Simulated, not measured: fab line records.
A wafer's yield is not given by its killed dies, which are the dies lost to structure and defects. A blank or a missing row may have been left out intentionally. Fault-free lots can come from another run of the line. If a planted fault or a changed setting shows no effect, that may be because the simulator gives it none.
Chamber matching | flow nand harc | pecvd-04 running NHARC_A_STAIRCASE_DEP_322: 3 sister chambers
The step deposits SiO2, target thk 7200 nm. 3 wafers are shown with their chamber, then 9 later ones without.

## EACH WAFER AND ITS CHAMBER
wafer  | chamber | heater power w (W)
L084.4 | 1       | 816
L085.4 | 2       | 543
L085.6 | 0       | 656

## WAFERS MISSING THEIR CHAMBER
wafer  | heater power w (W)
L088.1 | 895
L088.5 | 811
L088.6 | 541
L093.2 | 606
L093.3 | 766
L093.5 | 817
L095.1 | 791
L095.2 | 644
L095.3 | 1023

## EACH ONE'S CHAMBER
wafer  | from the rows above     | in truth
L088.1 | 1                       | 1
L088.5 | can't be placed: 1 or 0 | 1
L088.6 | can't be placed: 2 or 0 | 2
L093.2 | can't be placed: 0 or 2 | 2
L093.3 | can't be placed: 1 or 0 | 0
L093.5 | 1                       | 1
L095.1 | can't be placed: 1 or 0 | 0
L095.2 | can't be placed: 0 or 2 | 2
L095.3 | 1                       | 1
Correct placement for 3 of the 9. Can't be placed from these rows: 6 (the true chamber is among the candidates in 6). 0 placed wrongly.
How it was worked out, from the rows above alone: a wafer's distance from a chamber is the root of the sum, over the readings, of the square of ((its reading less the chamber's mean) divided by the reading's scatter). The wafer belongs to the nearest chamber; if the next one is less than 2 further off, it can't be placed. Each chamber's mean is taken over the wafers shown for it. The scatter: with one shown wafer a chamber, the root of the mean of the squares of how far each hidden wafer lies from its nearest shown one.
